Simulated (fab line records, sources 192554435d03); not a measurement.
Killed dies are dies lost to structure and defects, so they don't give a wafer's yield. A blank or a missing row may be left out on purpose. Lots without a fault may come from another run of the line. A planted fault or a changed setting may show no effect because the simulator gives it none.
Which tool did it? | flow n5_finfet | 12 lots, 36 wafers sampled, at 1 step of a route of 1938

WHAT THE GAUGES READ, wafer by wafer
N5_START_INSPECT_01: inspects for defects (unpatterned scan).
lot  | measured    | on                | raw_defect_count
L075 | day 1 18:02 | defect_inspect-01 | 5 9 10
L077 | day 2 06:02 | defect_inspect-01 | 2 6 7
L079 | day 2 18:02 | defect_inspect-02 | 5 4 6
L081 | day 3 06:02 | defect_inspect-02 | 7 7 7
L083 | day 3 18:02 | defect_inspect-02 | 4 3 8
L085 | day 4 06:02 | defect_inspect-02 | 10 5 7
L087 | day 4 18:02 | defect_inspect-02 | 9 6 6
L089 | day 5 06:02 | defect_inspect-01 | 10 6 11
L091 | day 5 18:02 | defect_inspect-01 | 4 5 7
L093 | day 6 06:02 | defect_inspect-02 | 7 6 4
L095 | day 6 18:02 | defect_inspect-02 | 6 11 8
L097 | day 7 06:02 | defect_inspect-02 | 7 8 8

WHICH TOOL RAN EACH LOT (tool, then ch and the chambers of the sampled wafers, then the start)
The record holds no process step before these readings.

THE ANSWER, worked out from the rows above alone
Rule: what is usual is taken from the lots themselves. Put in order of their means at a reading, lots are off if they are a third of the lots or fewer, leave a main group of 4 or more, and stand apart from it by a gap of 3 or more times the standard deviation of the main group's means; of several such gaps the widest counts. A main group whose means are all the same, to the digits that the tables above print for the reading, isn't used. A lot without any number at a reading at which 4 lots or more have one is off too. The other lots that the step has rows for count as sound.
No lot is off at any reading shown: from this, nothing can be told.

WHAT THE SIMULATOR HAD PUT IN
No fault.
